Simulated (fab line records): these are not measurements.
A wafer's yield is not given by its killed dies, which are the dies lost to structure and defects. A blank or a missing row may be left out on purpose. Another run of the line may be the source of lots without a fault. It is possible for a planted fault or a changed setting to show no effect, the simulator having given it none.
Which tool did it? + flow nand-harc + Sampling: 13 lots, 38 wafers, 5 of 1302 route steps

WHAT THE GAUGES SHOWED, per wafer
NHARC_P_CONTACT_INSPECT_14.
| lot  | measured     | on                | raw-defect-count |
|------|--------------|-------------------|------------------|
| L682 | day 5 20:29  | defect-inspect-02 | 2 3 2            |
| L684 | day 6 14:50  | defect-inspect-02 | 2 2 1            |
| L688 | day 8 10:31  | defect-inspect-02 | 3 7 3            |
| L689 | day 9 00:44  | defect-inspect-02 | 8 7 6            |
| L691 | day 9 21:08  | defect-inspect-02 | 4 3 1            |
| L692 | day 10 08:17 | defect-inspect-01 | 8 1 3            |
| L693 | day 10 23:25 | defect-inspect-01 | 3 3 1            |
| L694 | day 11 00:06 | defect-inspect-01 | 4 3 10           |
| L695 | day 11 22:54 | defect-inspect-02 | 4 6 4            |
| L698 | day 12 18:16 | defect-inspect-01 | 7 4 5            |
| L699 | day 13 02:26 | defect-inspect-02 | 1 4              |
| L704 | day 15 07:08 | defect-inspect-02 | 9 6 3            |
| L705 | day 15 10:18 | defect-inspect-01 | 0 5 3            |

NHARC_END_SORT_01.
| lot  | measured     | on        | killed-at-array | killed-at-other | killed-at-periphery | killed-dies | killed-open | killed-short |
|------|--------------|-----------|-----------------|-----------------|---------------------|-------------|-------------|--------------|
| L695 | day 30 13:02 | prober-01 | 42 39 40        | 0 1 0           | 1 637 1             | 43 677 41   | 2 5 1       | 2 1 2        |
| L698 | day 31 09:37 | prober-01 | 44 42 46        | 3 2 2           | 0 3 629             | 47 47 677   | 3 3 3       | 5 4 3        |
| L699 | day 31 10:25 | prober-02 | 32 29           | 0 1             | 2 647               | 34 677      | 1 7         | 5 4          |

WHICH TOOL RAN EACH LOT (tool, then ch and the chambers of the sampled wafers, then the start)
| lot  | NHARC_P_CONTACT_DEGAS_38     | NHARC_P_CONTACT_ALD_22              | NHARC_P_CONTACT_CMP_24        |
|------|------------------------------|-------------------------------------|-------------------------------|
| L682 | pvd-sputter-03, day 5 22:08  | ald-metal-02 ch 2,3, day 5 22:24    | cmp-02 ch 0,1,2, day 5 23:22  |
| L684 | pvd-sputter-01, day 6 16:37  | ald-metal-02 ch 2,3, day 6 16:52    | cmp-01 ch 0,3, day 6 17:44    |
| L688 | pvd-sputter-01, day 8 12:23  | ald-metal-04 ch 0,2, day 8 12:38    | cmp-01 ch 0,3, day 8 13:31    |
| L689 | pvd-sputter-01, day 9 02:26  | ald-metal-04 ch 0,2,3, day 9 02:41  | cmp-03 ch 0,2, day 9 03:31    |
| L691 | pvd-sputter-01, day 9 22:46  | ald-metal-04 ch 1,2,3, day 9 23:04  | cmp-03 ch 0,1,3, day 9 23:54  |
| L692 | pvd-sputter-01, day 10 09:58 | ald-metal-02 ch 0,2,3, day 10 10:16 | cmp-03 ch 0,2,3, day 10 11:07 |
| L693 | pvd-sputter-01, day 11 01:07 | ald-metal-02 ch 0,2,3, day 11 01:20 | cmp-03 ch 0,2,3, day 11 02:13 |
| L694 | pvd-sputter-03, day 11 01:47 | ald-metal-04 ch 0,1,2, day 11 02:05 | cmp-02 ch 0,3, day 11 02:55   |
| L695 | pvd-sputter-02, day 12 00:37 | ald-metal-02 ch 0,1,2, day 12 00:55 | cmp-03 ch 0,1, day 12 01:43   |
| L698 | pvd-sputter-03, day 12 19:55 | ald-metal-02 ch 0,2,3, day 12 20:12 | cmp-03 ch 1,3, day 12 21:01   |
| L699 | pvd-sputter-03, day 13 04:04 | ald-metal-02 ch 3, day 13 04:20     | cmp-03 ch 0, day 13 05:11     |
| L704 | pvd-sputter-02, day 15 08:47 | ald-metal-04 ch 0,1, day 15 09:01   | cmp-02 ch 2,3, day 15 09:52   |
| L705 | pvd-sputter-02, day 15 11:59 | ald-metal-04 ch 1,2,3, day 15 12:14 | cmp-01 ch 0,1,3, day 15 13:08 |
- NHARC_P_CONTACT_DEGAS_38: time 60 s.
- NHARC_P_CONTACT_ALD_22: deposits TiN, target thk 3 nm, pulse time 1 s, ald cycles 150.
- NHARC_P_CONTACT_CMP_24: polishes, t overpolish 30 s, target thk 200 nm.

WHAT THE TOOLS THEMSELVES READ (means of the sampled wafers that have a number; where no wafer has one, the mark that the record gives instead)
NHARC_P_CONTACT_DEGAS_38.
| lot  | tool           | heater-power-w (W) |
|------|----------------|--------------------|
| L682 | pvd-sputter-03 | 444                |
| L684 | pvd-sputter-01 | 445                |
| L688 | pvd-sputter-01 | 431                |
| L689 | pvd-sputter-01 | 456                |
| L691 | pvd-sputter-01 | 495                |
| L692 | pvd-sputter-01 | 467                |
| L693 | pvd-sputter-01 | 476                |
| L694 | pvd-sputter-03 | 415                |
| L695 | pvd-sputter-02 | 483                |
| L698 | pvd-sputter-03 | 428                |
| L699 | pvd-sputter-03 | 450                |
| L704 | pvd-sputter-02 | 471                |
| L705 | pvd-sputter-02 | 454                |

NHARC_P_CONTACT_ALD_22.
| lot  | tool         | heater-power-w (W) | precursor-pulse-height-rel |
|------|--------------|--------------------|----------------------------|
| L682 | ald-metal-02 | 1176               | 0.997                      |
| L684 | ald-metal-02 | 1175               | 1.001                      |
| L688 | ald-metal-04 | 1042               | 0.994                      |
| L689 | ald-metal-04 | 1069               | 1.000                      |
| L691 | ald-metal-04 | 1028               | 0.988                      |
| L692 | ald-metal-02 | 1136               | 0.990                      |
| L693 | ald-metal-02 | 1130               | 1.006                      |
| L694 | ald-metal-04 | 1085               | 0.996                      |
| L695 | ald-metal-02 | 1119               | 0.996                      |
| L698 | ald-metal-02 | 1109               | 0.990                      |
| L699 | ald-metal-02 | 1158               | 0.976                      |
| L704 | ald-metal-04 | 1155               | 0.995                      |
| L705 | ald-metal-04 | 1054               | 0.996                      |

NHARC_P_CONTACT_CMP_24.
| lot  | tool   | edge-zone-pressure-frac | motor-current-A (A) | overpolish-run-s (s) | pad-life-wafers | time-to-endpoint-s (s) |
|------|--------|-------------------------|---------------------|----------------------|-----------------|------------------------|
| L682 | cmp-02 | 1.005                   | 11.8                | 30.005               | 302             | 40                     |
| L684 | cmp-01 | 0.998                   | 11.3                | 30.007               | 182             | 38                     |
| L688 | cmp-01 | 1.003                   | 11.9                | 30.000               | 332             | 40                     |
| L689 | cmp-03 | 1.005                   | 10.6                | 30.001               | 97              | 38                     |
| L691 | cmp-03 | 1.001                   | 10.5                | 29.993               | 200             | 40                     |
| L692 | cmp-03 | 1.006                   | 10.5                | 29.999               | 236             | 40                     |
| L693 | cmp-03 | 1.002                   | 10.4                | 30.003               | 320             | 37                     |
| L694 | cmp-02 | 0.997                   | 13.6                | 29.994               | 37              | 44                     |
| L695 | cmp-03 | 1.004                   | 10.3                | 30.004               | 6               | 43                     |
| L698 | cmp-03 | 1.004                   | 11.2                | 29.996               | 97              | 34                     |
| L699 | cmp-03 | 0.992                   | 9.8                 | 29.990               | 127             | 39                     |
| L704 | cmp-02 | 0.998                   | 12.9                | 29.999               | 68              | 41                     |
| L705 | cmp-01 | 1.000                   | 12.1                | 29.998               | 249             | 36                     |

THE ANSWER, worked out from the rows above alone
Rule: usual is defined by the lots themselves. The widest of any qualifying gaps counts: lots, ordered by their means at a reading, are off when they make up no more than a third of the lots, leave a main group of 4 or more, and stand apart from it by 3 or more times the standard deviation of that group's means. The tables above print the reading to a certain number of digits; a main group whose means all agree to those digits is not used. A lot without any number at a reading at which 4 lots or more have one is off too. The other lots that the step has rows for count as sound. First the gauges in route order, then the tools' own readings, where a lot's mean is used as printed above. At the first step where some lot is off, the reading lying furthest off is the one used; lots without a number count as furthest.
No lot is off at any reading shown: from this, nothing can be told.

WHAT THE SIMULATOR HAD INSERTED
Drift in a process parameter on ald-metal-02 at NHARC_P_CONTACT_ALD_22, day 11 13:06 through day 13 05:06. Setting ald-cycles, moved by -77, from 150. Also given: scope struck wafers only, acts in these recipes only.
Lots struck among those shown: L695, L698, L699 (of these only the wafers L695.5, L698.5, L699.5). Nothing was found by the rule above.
